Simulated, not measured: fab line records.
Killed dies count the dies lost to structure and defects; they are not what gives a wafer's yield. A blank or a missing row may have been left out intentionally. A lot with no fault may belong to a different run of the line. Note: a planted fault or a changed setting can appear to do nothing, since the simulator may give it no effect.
Matching of chambers / flow nand harc / cmp-03 running NHARC_A_STAIRCASE_CMP_450: 4 sister chambers
The step polishes SiO2, target thk 200 nm. 22 wafers are shown with their chamber, then 11 later ones without.

== EACH WAFER AND ITS CHAMBER ==
wafer=L077.1; chamber=3; motor current A (A)=11.8
wafer=L077.2; chamber=1; motor current A (A)=12.8
wafer=L077.3; chamber=2; motor current A (A)=13.4
wafer=L082.2; chamber=1; motor current A (A)=12.6
wafer=L082.5; chamber=3; motor current A (A)=11.5
wafer=L082.6; chamber=2; motor current A (A)=13.6
wafer=L080.1; chamber=0; motor current A (A)=11.4
wafer=L080.4; chamber=1; motor current A (A)=12.6
wafer=L080.5; chamber=3; motor current A (A)=11.2
wafer=L084.3; chamber=2; motor current A (A)=13.0
wafer=L084.4; chamber=0; motor current A (A)=11.1
wafer=L084.5; chamber=0; motor current A (A)=11.0
wafer=L087.1; chamber=2; motor current A (A)=13.8
wafer=L087.5; chamber=1; motor current A (A)=12.5
wafer=L087.6; chamber=2; motor current A (A)=12.9
wafer=L083.4; chamber=2; motor current A (A)=13.3
wafer=L083.5; chamber=3; motor current A (A)=11.9
wafer=L083.6; chamber=0; motor current A (A)=11.1
wafer=L090.1; chamber=3; motor current A (A)=11.7
wafer=L090.2; chamber=0; motor current A (A)=10.6
wafer=L090.3; chamber=1; motor current A (A)=11.8
wafer=L090.4; chamber=2; motor current A (A)=12.9

SIGNATURES, as means of the wafers listed above
reading=motor current A; chamber 0=11.040; chamber 1=12.460; chamber 2=13.271; chamber 3=11.620; scatter within a chamber=0.332
Rule: a wafer lies at a distance from a chamber equal to the root of the sum of squares, over the readings, of (its reading less the chamber's mean, divided by the reading's scatter). The wafer belongs to the nearest chamber; if the next one is less than 2 further off, it can't be placed. How the scatter is found: for the shown wafers, subtract from each reading the mean of its chamber, square and add these, divide the total by (wafers less chambers), then take the root.

== WAFERS WITH NO CHAMBER GIVEN ==
wafer=L090.5; motor current A (A)=12.3
wafer=L090.6; motor current A (A)=11.4
wafer=L093.1; motor current A (A)=11.4
wafer=L093.2; motor current A (A)=11.8
wafer=L093.3; motor current A (A)=11.1
wafer=L091.2; motor current A (A)=11.6
wafer=L091.4; motor current A (A)=11.5
wafer=L091.5; motor current A (A)=12.5
wafer=L095.3; motor current A (A)=13.0
wafer=L095.4; motor current A (A)=11.5
wafer=L095.6; motor current A (A)=11.7

== WHICH CHAMBER EACH WENT THROUGH ==
wafer=L090.5; from the rows above=can't be placed: 1 or 3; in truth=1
wafer=L090.6; from the rows above=can't be placed: 3 or 0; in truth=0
wafer=L093.1; from the rows above=can't be placed: 3 or 0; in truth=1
wafer=L093.2; from the rows above=can't be placed: 3 or 1 or 0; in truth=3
wafer=L093.3; from the rows above=can't be placed: 0 or 3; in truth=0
wafer=L091.2; from the rows above=can't be placed: 3 or 0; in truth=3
wafer=L091.4; from the rows above=can't be placed: 3 or 0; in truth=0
wafer=L091.5; from the rows above=1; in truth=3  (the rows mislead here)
wafer=L095.3; from the rows above=can't be placed: 2 or 1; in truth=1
wafer=L095.4; from the rows above=can't be placed: 3 or 0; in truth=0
wafer=L095.6; from the rows above=can't be placed: 3 or 0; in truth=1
0 of 11 placed correctly. Unplaceable from these rows: 10, with the true chamber sitting among the candidates in 8. 1 placed wrongly.
